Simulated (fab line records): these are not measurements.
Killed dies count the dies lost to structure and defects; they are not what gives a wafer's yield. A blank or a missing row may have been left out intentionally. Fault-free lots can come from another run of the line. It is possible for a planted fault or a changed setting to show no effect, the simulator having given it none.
fab line records -- flow nand_harc
record: lots: 5, wafers: 15, last_day: 25
route steps=1159 shown A_BONDPAD@1082 HYBRID_BOND@1094 END@1159
lots that met no fault: taken from a fault-free run of the same line
start_h: hours from the record's opening day to when the first of the lot's shown wafers began -- wait_h: hours elapsed since this lot's preceding step -- " as in the row above -- L1.1+2: several wafers, shown together as one row -- - no value present, or no start provided -- * or withheld: withheld -- < > ~ a bound
route shown NAME@n: NAME is a module with steps in the file, n the number in the route of the first one -- usual: mean/standard deviation taken from wafers without a fault -- same: alike in all rows -- chamber/n: place in a boat -- sites: per-site readings -- _std_site: standard deviation across them -- _edge_site: the outer-site mean with the inner-site mean subtracted -- radius_mm: how far each site lies from the wafer's centre -- mask NAME#n: copy n -- behind: the last tool/chamber to shape the wafer -- hold: what put the lot on hold/how long, in hours/how the hold closed -- device: names the non-switching transistor (n, p or np) -- end of line: tests of these same wafers at the route's end -- a step with no rows: only its recipe -- killed: dies lost to structure and defects at the first sort, not the wafer's yield -- map: a wafer's dies, marking killed ones x, the rest . and places with no die _
set.NAME: the setting as run; set.NAME@STEP: as run at that earlier step -- model.NAME: the simulator's own value behind a step, which no gauge read
lots at selected steps of the route; one table per step, one row per wafer
services: from which hour (start_h, from the record's first day; less than 0 if before it) a tool's chamber was out of use, for how many hours, and why
== steps ==
step: NHARC_A_BONDPAD_DEGAS_25
recipe: temp_c: 300, time_s: 60
usual: heater_power_w: 447/38
lot.wafer,tool,chamber,start_h,wait_h,heater_power_w
L116.3,pvd_sputter-01,-,418.73,-,481
L116.4,pvd_sputter-01,-,418.73,-,470
L116.5,pvd_sputter-01,-,418.73,-,484
L123.2,pvd_sputter-01,-,483.46,-,499
L123.1,pvd_sputter-01,-,483.46,-,430
L123.5,pvd_sputter-01,-,483.46,-,473
L124.1,pvd_sputter-03,-,483.99,-,492
L124.2,pvd_sputter-03,-,483.99,-,455
L124.3,pvd_sputter-03,-,483.99,-,440
L122.2,pvd_sputter-02,-,484.72,-,382
L122.6,pvd_sputter-02,-,484.72,-,478
L122.5,pvd_sputter-02,-,484.72,-,450
L134.3,pvd_sputter-02,-,547.92,-,376
L134.4,pvd_sputter-02,-,547.92,-,482
L134.6,pvd_sputter-02,-,547.92,-,383
step: NHARC_A_BONDPAD_PRE_CLEAN_26
recipe: time_s: 30, temp_c: 280, gas: H2/He
usual: heater_power_w: 396/32
lot.wafer,tool,chamber,start_h,wait_h,heater_power_w
L116.4,pvd_sputter-01,-,-,-,385
L116.3,pvd_sputter-01,-,-,-,437
L116.5,pvd_sputter-01,-,-,-,428
L123.2,pvd_sputter-01,-,-,-,394
L123.1,pvd_sputter-01,-,-,-,389
L123.5,pvd_sputter-01,-,-,-,420
L124.3,pvd_sputter-03,-,-,-,445
L124.2,pvd_sputter-03,-,-,-,387
L124.1,pvd_sputter-03,-,-,-,447
L122.2,pvd_sputter-02,-,-,-,418
L122.6,pvd_sputter-02,-,-,-,342
L122.5,pvd_sputter-02,-,-,-,416
L134.3,pvd_sputter-02,-,-,-,398
L134.4,pvd_sputter-02,-,-,-,334
L134.6,pvd_sputter-02,-,-,-,389
step: NHARC_A_BONDPAD_PVD_17
recipe: target_thk_a: 50, bias_v: 168.6, power_w: 15000, chamber_pressure_pa: 0.12, time_s: 8.06, substrate_temp_c: 50, material: TaN
usual: throttle_valve_pct: 30.3/0.84
lot.wafer,tool,chamber,start_h,wait_h,throttle_valve_pct
L116.3,pvd_sputter-01,-,-,-,30.8
L116.4,pvd_sputter-01,-,-,-,29.5
L116.5,pvd_sputter-01,-,-,-,31.1
L123.1,pvd_sputter-01,-,-,-,32.4
L123.2,pvd_sputter-01,-,-,-,30.1
L123.5,pvd_sputter-01,-,-,-,30.2
L124.2,pvd_sputter-03,-,-,-,29.7
L124.1,pvd_sputter-03,-,-,-,31.1
L124.3,pvd_sputter-03,-,-,-,30.7
L122.2,pvd_sputter-02,-,-,-,30.8
L122.5,pvd_sputter-02,-,-,-,30.2
L122.6,pvd_sputter-02,-,-,-,29.0
L134.3,pvd_sputter-02,-,-,-,30.9
L134.4,pvd_sputter-02,-,-,-,30.2
L134.6,pvd_sputter-02,-,-,-,30.9
step: NHARC_A_BONDPAD_PVD_27
recipe: target_thk_a: 300, chamber_pressure_pa: 5, power_w: 5000, substrate_temp_c: 30, time_s: 20.49, material: Cu
usual: throttle_valve_pct: 30.3/0.81
lot.wafer,tool,chamber,start_h,wait_h,throttle_valve_pct
L116.3,pvd_sputter-01,-,-,-,31.1
L116.4,pvd_sputter-01,-,-,-,29.4
L116.5,pvd_sputter-01,-,-,-,31.9
L123.1,pvd_sputter-01,-,-,-,29.2
L123.2,pvd_sputter-01,-,-,-,32.2
L123.5,pvd_sputter-01,-,-,-,29.0
L124.1,pvd_sputter-03,-,-,-,30.3
L124.2,pvd_sputter-03,-,-,-,30.4
L124.3,pvd_sputter-03,-,-,-,29.7
L122.2,pvd_sputter-02,-,-,-,30.7
L122.5,pvd_sputter-02,-,-,-,28.9
L122.6,pvd_sputter-02,-,-,-,30.4
L134.4,pvd_sputter-02,-,-,-,30.9
L134.3,pvd_sputter-02,-,-,-,29.2
L134.6,pvd_sputter-02,-,-,-,30.2
step: NHARC_A_BONDPAD_ECD_18
recipe: target_thk_a: 4000, bath_temp_c: 25, material: Cu
step: NHARC_A_BONDPAD_ANNEAL_28
recipe: temp_c: 225, time_s: 90
usual: anneal_temp_c: 224.99/0.18, wafer_temp_C_max: 226.3/0.33
lot.wafer,tool,chamber,start_h,wait_h,anneal_temp_c,wafer_temp_C_max
L116.3,rtp_anneal-01,0,419.57,-,225.20,226.1
L116.4,rtp_anneal-01,0,419.57,-,225.25,226.0
L116.5,rtp_anneal-01,0,419.57,-,225.16,226.2
L123.1,rtp_anneal-02,0,484.19,0.3,224.99,226.9
L123.2,rtp_anneal-02,0,484.19,0.3,225.04,226.2
L123.5,rtp_anneal-02,0,484.19,0.3,224.99,226.1
L124.1,rtp_anneal-01,0,484.73,0.3,224.81,225.9
L124.2,rtp_anneal-01,0,484.73,0.3,224.78,226.4
L124.3,rtp_anneal-01,0,484.73,0.3,224.83,225.8
L122.2,rtp_anneal-01,0,485.49,-,224.97,226.4
L122.5,rtp_anneal-01,0,485.49,-,224.74,226.5
L122.6,rtp_anneal-01,0,485.49,-,224.77,226.2
L134.3,rtp_anneal-02,0,548.75,-,224.73,226.1
L134.4,rtp_anneal-02,0,548.75,-,224.80,226.4
L134.6,rtp_anneal-02,0,548.75,-,224.77,226.9
step: NHARC_A_BONDPAD_CMP_19
recipe: t_overpolish_s: 30, cu_recess_touch_s: 16, target_thk_nm: 169.8
step: NHARC_A_BONDPAD_THK_MEAS_20
recipe: thk_meas_gauge: xrf
usual: thk_nm: 169.5/1.5
lot.wafer,tool,chamber,start_h,wait_h,thk_nm
L116.3,film_metro-01,-,420.15,-,169.6
L116.4,film_metro-01,-,420.15,-,169.3
L116.5,film_metro-01,-,420.15,-,170.2
L123.1,film_metro-01,-,484.85,-,167.5
L123.2,film_metro-01,-,484.85,-,167.0
L123.5,film_metro-01,-,484.85,-,167.8
L124.1,film_metro-01,-,485.40,-,172.1
L124.2,film_metro-01,-,485.40,-,170.1
L124.3,film_metro-01,-,485.40,-,168.5
L122.2,film_metro-01,-,486.10,-,169.6
L122.5,film_metro-01,-,486.10,-,171.9
L122.6,film_metro-01,-,486.10,-,170.6
L134.3,film_metro-02,-,549.31,-,169.0
L134.4,film_metro-02,-,549.31,-,171.4
L134.6,film_metro-02,-,549.31,-,170.2
step: NHARC_A_BONDPAD_SRD_21
recipe: time_s: 30, temp_c: 23, dry_time_s: 20, spin_rpm: 1500
step: NHARC_A_BONDPAD_INSPECT_23
usual: raw_defect_count: 476/120
lot.wafer,tool,chamber,start_h,wait_h,raw_defect_count
L116.3,defect_inspect-01,-,420.38,0.0,520
L116.4,defect_inspect-01,-,420.38,0.0,421
L116.5,defect_inspect-01,-,420.38,0.0,350
L123.1,defect_inspect-01,-,485.08,0.0,336
L123.2,defect_inspect-01,-,485.08,0.0,315
L123.5,defect_inspect-01,-,485.08,0.0,298
L124.1,defect_inspect-02,-,485.62,0.0,824
L124.2,defect_inspect-02,-,485.62,0.0,525
L124.3,defect_inspect-02,-,485.62,0.0,839
L122.2,defect_inspect-02,-,486.33,0.0,425
L122.5,defect_inspect-02,-,486.33,0.0,393
L122.6,defect_inspect-02,-,486.33,0.0,443
L134.3,defect_inspect-02,-,549.52,0.0,619
L134.4,defect_inspect-02,-,549.52,0.0,341
L134.6,defect_inspect-02,-,549.52,0.0,386
step: NHARC_HYBRID_BOND_ACTIVATE_00
recipe: time_s: 60, n2_flow_sccm: 200, ar_flow_sccm: 0, bias_power_w: 0, chemistry: N2
usual: drypump_motor_current_A: 5.5/0.37, oes_product_au: 0.999/0.0077, rf_vpp_V: 64.0/0.9, run_length_s: 81.1/0.44, showerhead_plenum_p_Torr: 1.77/0.087
lot.wafer,tool,chamber,start_h,wait_h,drypump_motor_current_A,oes_product_au,rf_hours_counter_h,rf_vpp_V,run_length_s,showerhead_plenum_p_Torr
L116.3,rie_diel-10,1,420.44,0.1,5.1,1.001,7,62.4,81.5,1.67
L116.4,rie_diel-10,0,420.44,0.1,5.7,1.001,3,64.1,80.7,1.76
L116.5,rie_diel-10,1,420.44,0.1,5.1,0.992,-,63.7,81.2,1.67
L123.2,rie_diel-13,1,485.15,0.1,5.8,0.992,9,63.4,80.5,1.92
L123.1,rie_diel-13,3,485.15,0.1,6.1,0.993,9,64.4,80.7,1.92
L123.5,rie_diel-13,1,485.15,0.1,5.8,0.999,-,64.4,80.4,1.92
L124.1,rie_diel-13,0,485.69,0.1,5.6,0.999,9,63.5,81.5,1.74
L124.2,rie_diel-13,1,485.69,0.1,5.8,0.996,9,63.8,80.8,1.92
L124.3,rie_diel-13,2,485.69,0.1,5.3,0.993,10,63.4,80.7,1.81
L122.2,rie_diel-10,2,486.40,0.1,5.2,1.002,13,63.7,80.7,1.81
L122.6,rie_diel-10,1,486.40,0.1,5.1,0.996,-,62.4,78.1,1.67
L122.5,rie_diel-10,2,486.40,0.1,5.2,1.012,-,64.8,80.8,1.81
L134.4,rie_diel-02,3,549.58,0.1,6.3,1.001,15,64.2,82.0,1.90
L134.3,rie_diel-02,1,549.58,0.1,6.1,0.996,15,63.5,81.6,1.75
L134.6,rie_diel-02,3,549.58,0.1,6.3,1.002,-,65.5,81.5,1.90
step: NHARC_HYBRID_BOND_PRECLEAN_01
recipe: time_s: 300, temp_c: 23, chemistry: DIW
step: NHARC_END_SORT_01
recipe: temp_c: 25
usual: defect_limited_yield: 95.7/1.4, killed_at_array: 25/9.2, killed_at_other: 0.9/1.3, killed_at_periphery: 3.3/2.3, killed_dies: 29/9.6, killed_open: 3.2/1.8, killed_short: 2/1.4, sort_bin_2_pct: 1.3/0.65, sort_bin_3_pct: 0.25/0.21, sort_bin_4_pct: 2.8/0.9, sort_n_pass: 648/9.6, sort_rim_yield_pct: 94/3, sort_yield_pct: 95.7/1.4
same: gross_dies: 677, sort_bin_5_pct[%]: 0, sort_bin_6_pct[%]: 0, sort_bin_7_pct[%]: 0, sort_bin_8_pct[%]: 0, sort_rim_n_gross: 106.00
lot.wafer,tool,chamber,start_h,wait_h,defect_limited_yield[%],killed_at_array,killed_at_other,killed_at_periphery,killed_dies,killed_open,killed_short,sort_bin_2_pct[%],sort_bin_3_pct[%],sort_bin_4_pct[%],sort_n_pass,sort_rim_yield_pct[%],sort_yield_pct[%]
L116.3,prober-02,0,449.56,3.1,97.9,12,0,2,14,1,1,1.0,0.15,0.9,663,96,97.9
L116.4,prober-02,0,450.37,3.4,98.1,11,1,1,13,5,2,0.3,0,1.6,664,100,98.1
L116.5,prober-02,0,451.17,3.7,97.5,14,0,3,17,5,2,0.4,0,2.1,660,96,97.5
L124.1,prober-01,0,512.24,2.5,96.0,24,2,1,27,4,1,1.2,0,2.8,650,97,96.0
L124.2,prober-01,0,513.05,2.8,97.0,17,0,3,20,2,2,1.0,0.15,1.8,657,93,97.0
L124.3,prober-01,0,513.86,3.1,97.0,19,0,1,20,4,1,0.6,0.15,2.2,657,95,97.0
L122.2,prober-02,0,513.06,2.8,92.3,45,0,7,52,0,2,1.3,0.30,6.1,625,90,92.3
L122.5,prober-02,0,515.47,3.7,91.9,51,0,4,55,2,3,3.0,0.59,4.6,622,88,91.9
L122.6,prober-02,0,516.28,4.0,93.8,33,0,9,42,3,3,1.5,0.74,4.0,635,87,93.8
L123.1,prober-02,0,520.08,2.5,94.5,29,1,7,37,2,4,1.8,0.15,3.5,640,91,94.5
L123.2,prober-02,0,520.87,2.8,95.6,28,0,2,30,2,2,1.2,0.30,3.0,647,97,95.6
L123.5,prober-02,0,523.25,3.7,95.3,28,0,4,32,1,1,1.5,0.15,3.1,645,97,95.3
L134.3,prober-02,0,592.10,3.1,97.3,16,0,2,18,4,1,0.3,0,2.4,659,96,97.3
L134.4,prober-02,0,592.90,3.4,96.6,20,1,2,23,2,4,0.9,0.15,2.4,654,96,96.6
L134.6,prober-02,0,594.50,4.0,96.5,23,0,1,24,1,1,1.0,0.44,2.1,653,94,96.5
killed by level:class
L116.3 A_CONTACT:chamber_film_flake=4 A_CHANNEL_HOLE_D1:chamber_film_flake=3 A_STAIRCASE:chamber_film_flake=2 A_CHANNEL_FILL_D1:geometric_particle:short=1 A_BLC:geometric_particle:open=1 P_ZERO_WELL:chamber_film_flake=1 P_STI:chamber_film_flake=1 A_CHANNEL_FILL_D1:chamber_film_flake=1
L116.4 A_CONTACT:chamber_film_flake=3 A_BLC:geometric_particle:open=2 P_GATE:geometric_particle:open=1 A_ONON_D1:geometric_particle:open=1 A_ONON_D1:geometric_particle:short=1 A_WL_FILL:geometric_particle:open=1 A_M0:geometric_particle:short=1 A_ZERO_WELL:chamber_film_flake=1
L116.5 A_CHANNEL_HOLE_D1:chamber_film_flake=4 A_STAIRCASE:chamber_film_flake=2 A_CONTACT:chamber_film_flake=2 P_M0:geometric_particle:open=1 A_SOURCE_PLATE:geometric_particle:short=1 A_ONON_D1:geometric_particle:open=1 A_CHANNEL_FILL_D1:geometric_particle:open=1 A_CONTACT:geometric_particle:open=1
L124.1 A_CHANNEL_HOLE_D1:chamber_film_flake=6 A_STAIRCASE:chamber_film_flake=5 A_CONTACT:chamber_film_flake=4 A_CONTACT:geometric_particle:open=2 A_SGD_CUT:chamber_film_flake=2 THIN_TSV:chamber_film_flake=2 A_SGD_CUT:geometric_particle:open=1 A_M0:geometric_particle:open=1
L124.2 A_CHANNEL_HOLE_D1:chamber_film_flake=6 A_STAIRCASE:chamber_film_flake=3 A_SGD_CUT:chamber_film_flake=3 A_CONTACT:chamber_film_flake=2 P_M0:geometric_particle:open=1 P_M2:geometric_particle:short=1 A_CHANNEL_FILL_D1:geometric_particle:open=1 A_CONTACT:geometric_particle:short=1
L122.2 A_CHANNEL_HOLE_D1:chamber_film_flake=24 A_SLIT:chamber_film_flake=10 P_CONTACT:chamber_film_flake=7 A_STAIRCASE:chamber_film_flake=6 A_M0:chamber_film_flake=2 A_CHANNEL_HOLE_D1:geometric_particle:short=1 A_WL_FILL:geometric_particle:short=1 A_ZERO_WELL:chamber_film_flake=1
L124.3 A_STAIRCASE:chamber_film_flake=6 A_SGD_CUT:chamber_film_flake=3 A_CONTACT:chamber_film_flake=3 A_ONON_D1:geometric_particle:short=1 A_ONON_D1:geometric_particle:open=1 A_CHANNEL_FILL_D1:geometric_particle:open=1 A_CONTACT:geometric_particle:open=1 A_BLC:geometric_particle:open=1
L122.5 A_CHANNEL_HOLE_D1:chamber_film_flake=18 A_SLIT:chamber_film_flake=13 A_STAIRCASE:chamber_film_flake=10 P_CONTACT:chamber_film_flake=3 A_CONTACT:chamber_film_flake=2 A_BONDPAD:chamber_film_flake=2 P_M0:geometric_particle:short=1 A_CHANNEL_FILL_D1:geometric_particle:open=1
L122.6 A_CHANNEL_HOLE_D1:chamber_film_flake=10 P_CONTACT:chamber_film_flake=8 A_SLIT:chamber_film_flake=7 A_STAIRCASE:chamber_film_flake=6 A_BLC:geometric_particle:open=2 A_M0:chamber_film_flake=2 A_CONTACT:chamber_film_flake=2 P_M1:geometric_particle:open=1
L123.1 A_CHANNEL_HOLE_D1:chamber_film_flake=17 P_ZERO_WELL:chamber_film_flake=4 P_GATE:chamber_film_flake=2 A_STAIRCASE:chamber_film_flake=2 A_WL_FILL:chamber_film_flake=2 A_CONTACT:chamber_film_flake=2 P_BONDPAD:geometric_particle:open=1 A_STAIRCASE:geometric_particle:short=1
L123.2 A_CHANNEL_HOLE_D1:chamber_film_flake=18 P_ZERO_WELL:chamber_film_flake=2 A_CONTACT:chamber_film_flake=2 A_SOURCE_PLATE:geometric_particle:open=1 A_SOURCE_PLATE:geometric_particle:short=1 A_ONON_D1:geometric_particle:short=1 A_CHANNEL_FILL_D1:geometric_particle:open=1 A_ZERO_WELL:chamber_film_flake=1
L123.5 A_CHANNEL_HOLE_D1:chamber_film_flake=17 A_ZERO_WELL:chamber_film_flake=4 A_CONTACT:chamber_film_flake=3 P_GATE:chamber_film_flake=2 A_BLC:geometric_particle:open=1 A_BLC:geometric_particle:short=1 P_ZERO_WELL:chamber_film_flake=1 P_STI:chamber_film_flake=1
L134.3 A_CONTACT:chamber_film_flake=5 A_ZERO_WELL:chamber_film_flake=2 A_CHANNEL_HOLE_D1:chamber_film_flake=2 A_CHANNEL_FILL_D1:chamber_film_flake=2 P_CONTACT:geometric_particle:open=1 P_M2:geometric_particle:open=1 A_CHANNEL_FILL_D1:geometric_particle:open=1 A_WL_FILL:geometric_particle:open=1
L134.4 A_CHANNEL_HOLE_D1:chamber_film_flake=9 A_CONTACT:chamber_film_flake=3 A_CHANNEL_FILL_D1:geometric_particle:short=2 A_WL_FILL:chamber_film_flake=2 P_M1:geometric_particle:short=1 A_WL_FILL:geometric_particle:short=1 A_CONTACT:geometric_particle:open=1 P_ZERO_WELL:chamber_film_flake=1
L134.6 A_CONTACT:chamber_film_flake=8 A_CHANNEL_HOLE_D1:chamber_film_flake=7 A_STAIRCASE:chamber_film_flake=2 A_WL_FILL:chamber_film_flake=2 A_CHANNEL_FILL_D1:geometric_particle:short=1 A_M0:geometric_particle:open=1 P_ZERO_WELL:chamber_film_flake=1 A_CHANNEL_FILL_D1:chamber_film_flake=1
== services ==
tool,chamber,start_h,hours,kind
rtp_anneal-02,-,397.18,2.6,repair
pvd_sputter-03,-,398.68,3.1,repair
rie_diel-13,2,402.42,2.0,repair
rie_diel-13,0,407.75,-,clean
rie_diel-13,1,407.75,-,clean
rie_diel-13,2,407.75,-,clean
rie_diel-13,3,407.75,-,clean
pvd_sputter-02,-,408.58,4.6,repair
rie_diel-10,0,411.50,-,clean
rie_diel-10,1,411.50,-,clean
rie_diel-10,2,411.50,-,clean
rie_diel-10,3,411.50,-,clean
rie_diel-13,-,417.30,0.8,repair
pvd_sputter-01,-,420.15,4.5,repair
rie_diel-13,0,432.25,-,clean
rie_diel-10,1,440.01,6.1,repair
rie_diel-02,3,443.02,3.5,repair
rie_diel-13,-,453.19,9.0,pm
pvd_sputter-03,-,458.00,10.0,pm
rie_diel-02,-,504.81,9.0,pm
pvd_sputter-01,-,515.20,10.0,pm
rie_diel-13,0,517.28,4.2,repair
rie_diel-10,-,530.50,9.0,pm
rie_diel-02,-,543.55,1.1,repair
== key ==
first_sign: step: NHARC_HYBRID_BOND_ACTIVATE_00, reading: run_length_s, direction: down, sigmas: 6.9, usual: *, struck: *
effect none on later readings
met_at NHARC_HYBRID_BOND_ACTIVATE_00
struck_wafers L122.6
onset_between 420.44 486.40
fault: kind: process_parameter_drift, tool: rie_diel-10, chamber: -, onset_h: 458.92, steps: NHARC_HYBRID_BOND_ACTIVATE_00, channel: time_s, offset: *, shape: step, end_h: 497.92, scope: struck_wafers_only, acts_in: *, stated: *
